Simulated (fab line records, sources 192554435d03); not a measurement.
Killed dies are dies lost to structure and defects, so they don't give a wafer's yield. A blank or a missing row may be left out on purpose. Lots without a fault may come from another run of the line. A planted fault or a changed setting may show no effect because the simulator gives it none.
Which tool did it? | flow n5_finfet | 22 lots, 66 wafers sampled, at 5 steps of a route of 1938

WHAT THE GAUGES READ, wafer by wafer
N5_BEOL_M9_OCD_MEAS_38. Usual: trench_depth_nm 150.6 nm, standard deviation 2.9.
lot  | measured     | on     | trench_depth_nm (nm) | flag
L075 | day 11 07:26 | ocd-02 | 150.6 151.9 148.8    |
L074 | day 11 06:45 | ocd-01 | 150.3 154.3 150.6    |
L078 | day 11 16:26 | ocd-02 | 152.9 156.8 151.5    |
L076 | day 12 01:45 | ocd-02 | 145.1 147.5 154.2    |
L079 | day 12 02:21 | ocd-01 | 148.0 148.9 150.4    |
L080 | day 12 06:11 | ocd-01 | 149.3 151.5 148.0    |
L081 | day 12 13:24 | ocd-02 | 150.4 146.2 149.3    |
L082 | day 13 00:35 | ocd-02 | 145.9 148.9 154.0    |
L083 | day 13 08:31 | ocd-02 | 149.5 151.5 150.5    |
L085 | day 13 08:34 | ocd-02 | 155.0 147.8 146.0    |
L086 | day 13 16:17 | ocd-02 | 151.6 150.8 152.0    |
L087 | day 14 08:47 | ocd-02 | 152.1 150.8 150.5    |
L088 | day 14 22:54 | ocd-02 | 146.5 147.7 150.8    |
L089 | day 15 03:37 | ocd-02 | 154.6 155.1 147.2    |
L090 | day 15 08:32 | ocd-02 | 148.5 150.8 156.8    |
L091 | day 15 09:26 | ocd-01 | 153.0 151.4 152.2    |
L093 | day 15 09:19 | ocd-02 | 152.0 149.8 153.4    |
L092 | day 15 23:52 | ocd-01 | 150.9 143.1 144.5    |
L094 | day 16 13:57 | ocd-02 | 150.7 148.8 148.3    |
L096 | day 16 21:55 | ocd-02 | 151.8 150.9 157.5    |
L095 | day 16 21:58 | ocd-01 | 146.9 151.5 147.8    |
L097 | day 17 00:07 | ocd-02 | 148.7 148.9 147.4    |

WHICH TOOL RAN EACH LOT (tool, then ch and the chambers of the sampled wafers, then the start)
lot  | N5_BEOL_M9_ETCH_62                 | N5_BEOL_M9_ETCH_65                 | N5_BEOL_M9_ETCH_66                 | N5_BEOL_M9_VIA_ETCH_34
L075 | rie_diel-03 ch 0,2, day 11 03:35   | rie_diel-01 ch 0,1,3, day 11 07:02 | rie_diel-01 ch 0,1,3, day 11 07:04 | rie_diel-01 ch 0,1,3, day 11 07:10
L074 | rie_diel-03 ch 0,1,2, day 11 03:50 | rie_diel-06 ch 0,1,2, day 11 06:20 | rie_diel-06 ch 0,1,2, day 11 06:22 | rie_diel-06 ch 0,1,2, day 11 06:28
L078 | rie_diel-03 ch 0,3, day 11 14:36   | rie_diel-03 ch 1,2,3, day 11 16:02 | rie_diel-03 ch 1,2,3, day 11 16:04 | rie_diel-03 ch 1,2,3, day 11 16:10
L076 | rie_diel-03 ch 0,2,3, day 12 00:29 | rie_diel-06 ch 1,2,3, day 12 01:21 | rie_diel-06 ch 1,2,3, day 12 01:22 | rie_diel-06 ch 1,2,3, day 12 01:28
L079 | rie_diel-03 ch 1,2, day 12 00:59   | rie_diel-01 ch 0,2,3, day 12 01:57 | rie_diel-01 ch 0,2,3, day 12 01:59 | rie_diel-01 ch 0,2,3, day 12 02:05
L080 | rie_diel-01 ch 1,2, day 12 02:28   | rie_diel-01 ch 0,2,3, day 12 05:47 | rie_diel-01 ch 0,2,3, day 12 05:49 | rie_diel-01 ch 0,2,3, day 12 05:55
L081 | rie_diel-03 ch 0,2,3, day 12 11:40 | rie_diel-06 ch 0,3, day 12 12:59   | rie_diel-06 ch 0,3, day 12 13:01   | rie_diel-06 ch 0,3, day 12 13:07
L082 | rie_diel-01 ch 0,3, day 12 21:27   | rie_diel-06 ch 0,1,3, day 13 00:11 | rie_diel-06 ch 0,1,3, day 13 00:13 | rie_diel-06 ch 0,1,3, day 13 00:19
L083 | rie_diel-01 ch 0,1,3, day 13 05:23 | rie_diel-03 ch 0,2,3, day 13 08:07 | rie_diel-03 ch 0,2,3, day 13 08:08 | rie_diel-03 ch 0,2,3, day 13 08:14
L085 | rie_diel-01 ch 0,1,2, day 13 05:52 | rie_diel-06 ch 1,2,3, day 13 08:10 | rie_diel-06 ch 1,2,3, day 13 08:11 | rie_diel-06 ch 1,2,3, day 13 08:17
L086 | rie_diel-01 ch 1,2,3, day 13 14:25 | rie_diel-03 ch 0,2,3, day 13 15:52 | rie_diel-03 ch 0,2,3, day 13 15:54 | rie_diel-03 ch 0,2,3, day 13 16:00
L087 | rie_diel-01 ch 0,1,3, day 14 06:42 | rie_diel-03 ch 0,3, day 14 08:22   | rie_diel-03 ch 0,3, day 14 08:24   | rie_diel-03 ch 0,3, day 14 08:30
L088 | rie_diel-06 ch 0,2,3, day 14 19:18 | rie_diel-01 ch 0,1,2, day 14 22:29 | rie_diel-01 ch 0,1,2, day 14 22:31 | rie_diel-01 ch 0,1,2, day 14 22:37
L089 | rie_diel-01 ch 0,2,3, day 15 00:13 | rie_diel-06 ch 1,2, day 15 03:13   | rie_diel-06 ch 1,2, day 15 03:15   | rie_diel-06 ch 1,2, day 15 03:21
L090 | rie_diel-01 ch 0,1,2, day 15 07:12 | rie_diel-06 ch 0,1,2, day 15 08:08 | rie_diel-06 ch 0,1,2, day 15 08:10 | rie_diel-06 ch 0,1,2, day 15 08:16
L091 | rie_diel-06 ch 0,2,3, day 15 07:24 | rie_diel-03 ch 0,2,3, day 15 09:02 | rie_diel-03 ch 0,2,3, day 15 09:04 | rie_diel-03 ch 0,2,3, day 15 09:10
L093 | rie_diel-01 ch 0,1,2, day 15 07:40 | rie_diel-01 ch 2,3, day 15 08:55   | rie_diel-01 ch 2,3, day 15 08:56   | rie_diel-01 ch 2,3, day 15 09:02
L092 | rie_diel-03 ch 0,1,3, day 15 21:20 | rie_diel-06 ch 0,3, day 15 23:28   | rie_diel-06 ch 0,3, day 15 23:29   | rie_diel-06 ch 0,3, day 15 23:35
L094 | rie_diel-01 ch 0,1, day 16 11:43   | rie_diel-01 ch 0,2,3, day 16 13:32 | rie_diel-01 ch 0,2,3, day 16 13:34 | rie_diel-01 ch 0,2,3, day 16 13:40
L096 | rie_diel-06 ch 1,2,3, day 16 14:53 | rie_diel-03 ch 0,1,3, day 16 21:31 | rie_diel-03 ch 0,1,3, day 16 21:32 | rie_diel-03 ch 0,1,3, day 16 21:38
L095 | rie_diel-01 ch 2,3, day 16 14:55   | rie_diel-01 ch 0,1,2, day 16 21:34 | rie_diel-01 ch 0,1,2, day 16 21:35 | rie_diel-01 ch 0,1,2, day 16 21:41
L097 | rie_diel-03 ch 0,1,3, day 16 22:43 | rie_diel-01 ch 0,2, day 16 23:43   | rie_diel-01 ch 0,2, day 16 23:44   | rie_diel-01 ch 0,2, day 16 23:50
- N5_BEOL_M9_ETCH_62: etches SOC in N2/H2, target depth 110 nm, overetch 22 nm, time 165 s.
- N5_BEOL_M9_ETCH_65: etches SiARC in CF4, target depth 15.6 nm, time 26 s.
- N5_BEOL_M9_ETCH_66: etches SOC in N2/H2, target depth 80 nm, overetch 16 nm, time 120 s.
- N5_BEOL_M9_VIA_ETCH_34: etches SiCOH lowk in C4F6/O2, target depth 182.4 nm, time 68.4 s.

WHAT THE TOOLS THEMSELVES READ (means of the sampled wafers that have a number; where no wafer has one, the mark that the record gives instead)
N5_BEOL_M9_ETCH_62. Usual: drypump_motor_current_A 5.6 A, standard deviation 0.53; oes_product_au 0.65 a.u., standard deviation 0.049; rf_vpp_V 523.2 V, standard deviation 2.3; showerhead_plenum_p_Torr 2.52 Torr, standard deviation 0.08; throttle_valve_pct 17.87 %, standard deviation 0.23.
lot  | tool        | drypump_motor_current_A (A) | oes_product_au (a.u.) | rf_vpp_V (V) | showerhead_plenum_p_Torr (Torr) | throttle_valve_pct (%) | flag
L075 | rie_diel-03 | 5.2                         | 0.69                  | 524.5        | 2.58                            | 17.81                  |
L074 | rie_diel-03 | 5.2                         | 0.70                  | 524.1        | 2.54                            | 17.89                  |
L078 | rie_diel-03 | 5.2                         | 0.71                  | 523.9        | 2.55                            | 17.83                  |
L076 | rie_diel-03 | 5.1                         | 0.67                  | 523.2        | 2.54                            | 17.88                  |
L079 | rie_diel-03 | 5.0                         | 0.66                  | 522.8        | 2.49                            | 18.02                  |
L080 | rie_diel-01 | 5.8                         | 0.63                  | 525.7        | 2.57                            | 17.88                  |
L081 | rie_diel-03 | 5.1                         | 0.67                  | 523.3        | 2.54                            | 17.87                  |
L082 | rie_diel-01 | 6.1                         | 0.63                  | 523.6        | 2.50                            | 17.85                  |
L083 | rie_diel-01 | 6.1                         | 0.63                  | 521.4        | 2.46                            | 17.84                  |
L085 | rie_diel-01 | 5.9                         | 0.61                  | 522.9        | 2.53                            | 17.98                  |
L086 | rie_diel-01 | 6.0                         | 0.64                  | 522.0        | 2.51                            | 17.76                  |
L087 | rie_diel-01 | 6.0                         | 0.62                  | 520.9        | 2.46                            | 17.87                  |
L088 | rie_diel-06 | 6.2                         | 0.65                  | 524.8        | 2.58                            | 17.68                  |
L089 | rie_diel-01 | 6.1                         | 0.63                  | 523.5        | 2.54                            | 17.78                  |
L090 | rie_diel-01 | 5.9                         | 0.59                  | 522.8        | 2.52                            | 18.01                  |
L091 | rie_diel-06 | 6.2                         | 0.65                  | 524.5        | 2.58                            | 17.68                  |
L093 | rie_diel-01 | 5.9                         | 0.60                  | 523.7        | 2.52                            | 18.01                  |
L092 | rie_diel-03 | 5.1                         | 0.67                  | 521.5        | 2.49                            | 17.97                  |
L094 | rie_diel-01 | 6.0                         | 0.58                  | 521.8        | 2.48                            | 18.11                  |
L096 | rie_diel-06 | 5.7                         | 0.64                  | 524.0        | 2.57                            | 17.90                  |
L095 | rie_diel-01 | 6.0                         | 0.64                  | 525.3        | 2.57                            | 17.72                  |
L097 | rie_diel-03 | 5.1                         | 0.66                  | 521.7        | 2.49                            | 18.00                  |

N5_BEOL_M9_ETCH_65. Usual: drypump_motor_current_A 5.7 A, standard deviation 0.54; etch_rf_on_time_s 26.2 s, standard deviation 0.69; oes_product_au 0.66 a.u., standard deviation 0.057; rf_vpp_V 184.0 V, standard deviation 1.2; showerhead_plenum_p_Torr 2.14 Torr, standard deviation 0.064; throttle_valve_pct 15.63 %, standard deviation 0.23.
lot  | tool        | drypump_motor_current_A (A) | etch_rf_on_time_s (s) | oes_product_au (a.u.) | rf_vpp_V (V) | showerhead_plenum_p_Torr (Torr) | throttle_valve_pct (%) | flag
L075 | rie_diel-01 | 6.1                         | 26.1                  | 0.64                  | 183.7        | 2.09                            | 15.67                  |
L074 | rie_diel-06 | 5.9                         | 25.4                  | 0.71                  | 185.0        | 2.20                            | 15.50                  |
L078 | rie_diel-03 | 4.9                         | 25.5                  | 0.67                  | 183.2        | 2.09                            | 15.65                  |
L076 | rie_diel-06 | 5.7                         | 26.3                  | 0.68                  | 183.8        | 2.19                            | 15.67                  |
L079 | rie_diel-01 | 6.0                         | 26.1                  | 0.65                  | 184.4        | 2.15                            | 15.62                  |
L080 | rie_diel-01 | 6.0                         | 26.0                  | 0.66                  | 183.9        | 2.15                            | 15.62                  |
L081 | rie_diel-06 | 6.4                         | 26.4                  | 0.71                  | 184.5        | 2.17                            | 15.28                  |
L082 | rie_diel-06 | 5.9                         | 25.9                  | 0.71                  | 183.2        | 2.17                            | 15.49                  |
L083 | rie_diel-03 | 5.1                         | 26.2                  | 0.67                  | 183.9        | 2.12                            | 15.55                  |
L085 | rie_diel-06 | 5.7                         | 26.5                  | 0.66                  | 184.1        | 2.18                            | 15.69                  |
L086 | rie_diel-03 | 5.1                         | 25.9                  | 0.68                  | 184.2        | 2.12                            | 15.56                  |
L087 | rie_diel-03 | 5.2                         | 26.3                  | 0.70                  | 184.7        | 2.13                            | 15.55                  |
L088 | rie_diel-01 | 5.9                         | 26.2                  | 0.60                  | 183.1        | 2.13                            | 15.86                  |
L089 | rie_diel-06 | 5.5                         | 26.0                  | 0.68                  | 184.5        | 2.19                            | 15.77                  |
L090 | rie_diel-06 | 5.9                         | 26.1                  | 0.68                  | 183.9        | 2.19                            | 15.57                  |
L091 | rie_diel-03 | 5.1                         | 26.2                  | 0.67                  | 184.3        | 2.12                            | 15.57                  |
L093 | rie_diel-01 | 6.1                         | 26.4                  | 0.68                  | 184.6        | 2.12                            | 15.47                  |
L092 | rie_diel-06 | 6.2                         | 27.2                  | 0.63                  | 184.5        | 2.14                            | 15.48                  |
L094 | rie_diel-01 | 6.1                         | 26.4                  | 0.63                  | 183.9        | 2.14                            | 15.69                  |
L096 | rie_diel-03 | 5.1                         | 26.1                  | 0.67                  | 182.6        | 2.09                            | 15.70                  |
L095 | rie_diel-01 | 5.9                         | 26.8                  | 0.59                  | 184.4        | 2.13                            | 15.87                  |
L097 | rie_diel-01 | 5.9                         | 26.9                  | 0.61                  | 184.0        | 2.18                            | 15.83                  |

N5_BEOL_M9_ETCH_66. Usual: drypump_motor_current_A 5.7 A, standard deviation 0.54; oes_product_au 0.59 a.u., standard deviation 0.047; rf_vpp_V 523.7 V, standard deviation 2.4; showerhead_plenum_p_Torr 2.54 Torr, standard deviation 0.078; throttle_valve_pct 17.82 %, standard deviation 0.24.
lot  | tool        | drypump_motor_current_A (A) | oes_product_au (a.u.) | rf_vpp_V (V) | showerhead_plenum_p_Torr (Torr) | throttle_valve_pct (%) | flag
L075 | rie_diel-01 | 6.1                         | 0.58                  | 522.0        | 2.47                            | 17.81                  |
L074 | rie_diel-06 | 5.9                         | 0.64                  | 525.9        | 2.61                            | 17.71                  |
L078 | rie_diel-03 | 4.9                         | 0.59                  | 522.2        | 2.49                            | 17.98                  |
L076 | rie_diel-06 | 5.7                         | 0.60                  | 525.6        | 2.58                            | 17.83                  |
L079 | rie_diel-01 | 6.1                         | 0.59                  | 524.1        | 2.55                            | 17.74                  |
L080 | rie_diel-01 | 6.1                         | 0.59                  | 523.7        | 2.55                            | 17.74                  |
L081 | rie_diel-06 | 6.4                         | 0.64                  | 523.8        | 2.57                            | 17.48                  |
L082 | rie_diel-06 | 5.9                         | 0.63                  | 524.7        | 2.57                            | 17.68                  |
L083 | rie_diel-03 | 5.1                         | 0.61                  | 523.8        | 2.54                            | 17.88                  |
L085 | rie_diel-06 | 5.7                         | 0.59                  | 524.2        | 2.58                            | 17.87                  |
L086 | rie_diel-03 | 5.1                         | 0.61                  | 523.5        | 2.53                            | 17.87                  |
L087 | rie_diel-03 | 5.2                         | 0.63                  | 523.8        | 2.54                            | 17.83                  |
L088 | rie_diel-01 | 5.9                         | 0.54                  | 522.8        | 2.52                            | 18.01                  |
L089 | rie_diel-06 | 5.4                         | 0.61                  | 525.2        | 2.60                            | 17.98                  |
L090 | rie_diel-06 | 5.9                         | 0.61                  | 525.0        | 2.60                            | 17.77                  |
L091 | rie_diel-03 | 5.1                         | 0.60                  | 523.9        | 2.53                            | 17.90                  |
L093 | rie_diel-01 | 6.1                         | 0.60                  | 523.0        | 2.51                            | 17.56                  |
L092 | rie_diel-06 | 6.2                         | 0.59                  | 525.0        | 2.53                            | 17.63                  |
L094 | rie_diel-01 | 6.1                         | 0.57                  | 523.9        | 2.53                            | 17.78                  |
L096 | rie_diel-03 | 5.1                         | 0.59                  | 521.4        | 2.49                            | 17.98                  |
L095 | rie_diel-01 | 5.9                         | 0.54                  | 524.0        | 2.52                            | 18.02                  |
L097 | rie_diel-01 | 6.0                         | 0.55                  | 525.5        | 2.60                            | 17.94                  |

N5_BEOL_M9_VIA_ETCH_34. Usual: drypump_motor_current_A 5.7 A, standard deviation 0.54; oes_product_au 0.77 a.u., standard deviation 0.065; rf_vpp_V 669 V, standard deviation 8.7; showerhead_plenum_p_Torr 2.84 Torr, standard deviation 0.087; throttle_valve_pct 20.90 %, standard deviation 0.26.
lot  | tool        | drypump_motor_current_A (A) | oes_product_au (a.u.) | rf_vpp_V (V) | showerhead_plenum_p_Torr (Torr) | throttle_valve_pct (%) | flag
L075 | rie_diel-01 | 6.0                         | 0.75                  | 673          | 2.77                            | 20.89                  |
L074 | rie_diel-06 | 5.9                         | 0.84                  | 664          | 2.93                            | 20.83                  |
L078 | rie_diel-03 | 4.9                         | 0.77                  | 664          | 2.78                            | 21.00                  |
L076 | rie_diel-06 | 5.7                         | 0.78                  | 667          | 2.91                            | 20.98                  |
L079 | rie_diel-01 | 6.1                         | 0.76                  | 675          | 2.85                            | 20.85                  |
L080 | rie_diel-01 | 6.1                         | 0.76                  | 676          | 2.85                            | 20.86                  |
L081 | rie_diel-06 | 6.4                         | 0.83                  | 667          | 2.86                            | 20.45                  |
L082 | rie_diel-06 | 5.9                         | 0.82                  | 663          | 2.87                            | 20.76                  |
L083 | rie_diel-03 | 5.1                         | 0.80                  | 665          | 2.83                            | 20.88                  |
L085 | rie_diel-06 | 5.7                         | 0.76                  | 667          | 2.90                            | 21.00                  |
L086 | rie_diel-03 | 5.1                         | 0.79                  | 666          | 2.83                            | 20.90                  |
L087 | rie_diel-03 | 5.2                         | 0.82                  | 674          | 2.83                            | 20.87                  |
L088 | rie_diel-01 | 5.9                         | 0.69                  | 674          | 2.82                            | 21.10                  |
L089 | rie_diel-06 | 5.5                         | 0.80                  | 660          | 2.93                            | 21.16                  |
L090 | rie_diel-06 | 5.9                         | 0.79                  | 663          | 2.92                            | 20.87                  |
L091 | rie_diel-03 | 5.1                         | 0.78                  | 666          | 2.82                            | 20.91                  |
L093 | rie_diel-01 | 6.1                         | 0.78                  | 672          | 2.82                            | 20.70                  |
L092 | rie_diel-06 | 6.2                         | 0.75                  | 670          | 2.83                            | 20.66                  |
L094 | rie_diel-01 | 6.0                         | 0.73                  | 674          | 2.83                            | 20.91                  |
L096 | rie_diel-03 | 5.1                         | 0.78                  | 670          | 2.78                            | 21.00                  |
L095 | rie_diel-01 | 5.9                         | 0.70                  | 673          | 2.82                            | 21.11                  |
L097 | rie_diel-01 | 5.9                         | 0.71                  | 676          | 2.90                            | 21.04                  |

THE ANSWER, worked out from the rows above alone
Rule: a lot is off if the mean of its wafers that have a number lies more than 3 standard deviations from the usual mean. A lot without any number at a reading at which 4 lots or more have one is off too. The other lots that the step has rows for count as sound. The gauges are gone through in route order, then the tools' own readings, and for those a lot's mean is taken as printed above. The first step at which some lot is off is used, and at that step the reading that is off furthest; a lot without a number counts as furthest.
No lot is off at any reading shown: from this, nothing can be told.

WHAT THE SIMULATOR HAD PUT IN
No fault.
